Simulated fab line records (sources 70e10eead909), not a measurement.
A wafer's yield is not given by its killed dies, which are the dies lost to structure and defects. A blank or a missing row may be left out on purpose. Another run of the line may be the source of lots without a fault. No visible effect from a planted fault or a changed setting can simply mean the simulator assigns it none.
Which tool was responsible? | flow nandHarc | 11 lots with 33 wafers sampled at 4 steps, on a route of 1159 steps

WHAT EACH GAUGE READ, for each wafer
NHARC_A_CHANNEL_HOLE_D1_INSPECT_40.
lot  | measured     | on               | rawDefectCount
L620 | day 8 21:35  | defectInspect-01 | 61 39 39
L619 | day 8 23:40  | defectInspect-02 | 44 64 45
L621 | day 9 01:44  | defectInspect-02 | 20 43 36
L624 | day 9 16:50  | defectInspect-02 | 36 47 44
L622 | day 9 20:25  | defectInspect-01 | 45 59 47
L625 | day 10 00:48 | defectInspect-02 | 110 110 87
L626 | day 10 11:32 | defectInspect-01 | 68 60 70
L627 | day 10 18:40 | defectInspect-02 | 44 34 73
L631 | day 11 15:54 | defectInspect-02 | 49 38 38
L638 | day 13 10:08 | defectInspect-02 | 58 843 56
L639 | day 14 07:03 | defectInspect-01 | 68 65 816

WHAT TOOL EACH LOT RAN ON (gives the tool, then ch and the chambers of the sampled wafers, and finally the start)
lot  | NHARC_A_CHANNEL_HOLE_D1_ETCH_39              | NHARC_A_CHANNEL_HOLE_D1_ETCH_22 | NHARC_A_CHANNEL_HOLE_D1_ETCH_23
L620 | rieDiel-05 ch 0,1,2, day 8 16:46 or earlier  | harEtch-02 ch 0,1, day 8 16:46  | harEtch-02 ch 0,1, day 8 17:19
L619 | rieDiel-08 ch 1,2, day 8 18:49 or earlier    | harEtch-01 ch 0,1, day 8 18:49  | harEtch-01 ch 0,1, day 8 19:23
L621 | rieDiel-05 ch 0,2, day 8 21:01 or earlier    | harEtch-02 ch 0,1, day 8 21:01  | harEtch-02 ch 0,1, day 8 21:36
L624 | rieDiel-05 ch 0,1,3, day 9 11:50 or earlier  | harEtch-02 ch 0,1, day 9 11:50  | harEtch-02 ch 0,1, day 9 12:25
L622 | rieDiel-09 ch 0,3, day 9 15:23 or earlier    | harEtch-01 ch 0, day 9 15:23    | harEtch-01 ch 0, day 9 15:57
L625 | rieDiel-08 ch 0,1,2, day 9 20:08 or earlier  | harEtch-01 ch 0,1, day 9 20:08  | harEtch-01 ch 0,1, day 9 20:46
L626 | rieDiel-09 ch 1,2,3, day 10 06:45 or earlier | harEtch-01 ch 0,1, day 10 06:45 | harEtch-01 ch 0,1, day 10 07:21
L627 | rieDiel-08 ch 0,3, day 10 13:49 or earlier   | harEtch-02 ch 0,1, day 10 13:49 | harEtch-02 ch 0,1, day 10 14:22
L631 | rieDiel-09 ch 1,3, day 11 11:13 or earlier   | harEtch-02 ch 0,1, day 11 11:13 | harEtch-02 ch 0,1, day 11 11:49
L638 | rieDiel-09 ch 1,2, day 13 05:14 or earlier   | harEtch-02 ch 0,1, day 13 05:14 | harEtch-02 ch 0,1, day 13 05:50
L639 | rieDiel-09 ch 1,2,3, day 14 02:23 or earlier | harEtch-02 ch 0,1, day 14 02:23 | harEtch-02 ch 0,1, day 14 03:00
- NHARC_A_CHANNEL_HOLE_D1_ETCH_39: etches the open film in N2/H2, target depth 260 nm, time 325 s.
- NHARC_A_CHANNEL_HOLE_D1_ETCH_22: etches the open film in C4F8/O2/Ar, time 666.7 s, target depth 1600 nm.
- NHARC_A_CHANNEL_HOLE_D1_ETCH_23: etches the open film in C4F8/O2/Ar, time 819 s, target depth 1600 nm.

THE ANSWER, worked out from the rows above alone
Rule: the lots themselves supply what counts as usual. The widest of any qualifying gaps counts: lots, ordered by their means at a reading, are off when they make up no more than a third of the lots, leave a main group of 4 or more, and stand apart from it by 3 or more times the standard deviation of that group's means. A main group is skipped when, at the precision printed for the reading in the tables above, its means are all equal. A lot without any number at a reading at which 4 lots or more have one is off too. All remaining lots with rows at the step are treated as sound.
Off: L638, L639, at NHARC_A_CHANNEL_HOLE_D1_INSPECT_40 (rawDefectCount). Main group: mean 54, sd 19.
If a tool, at a process step before that reading, ran all the lots that are off and no sound lot after the first of them, it fits. Those tools and the gauges at NHARC_A_CHANNEL_HOLE_D1_INSPECT_40 are tried in the same way. NHARC_A_CHANNEL_HOLE_D1_ETCH_39 gives no start for some lots, so the hours and the order of its lots are those of NHARC_A_CHANNEL_HOLE_D1_ETCH_22. This does not decide it: 2 tools fit, namely rieDiel-09 at NHARC_A_CHANNEL_HOLE_D1_ETCH_39 and harEtch-02 at NHARC_A_CHANNEL_HOLE_D1_ETCH_22 and NHARC_A_CHANNEL_HOLE_D1_ETCH_23.

WHAT HAD BEEN PUT IN BY THE SIMULATOR
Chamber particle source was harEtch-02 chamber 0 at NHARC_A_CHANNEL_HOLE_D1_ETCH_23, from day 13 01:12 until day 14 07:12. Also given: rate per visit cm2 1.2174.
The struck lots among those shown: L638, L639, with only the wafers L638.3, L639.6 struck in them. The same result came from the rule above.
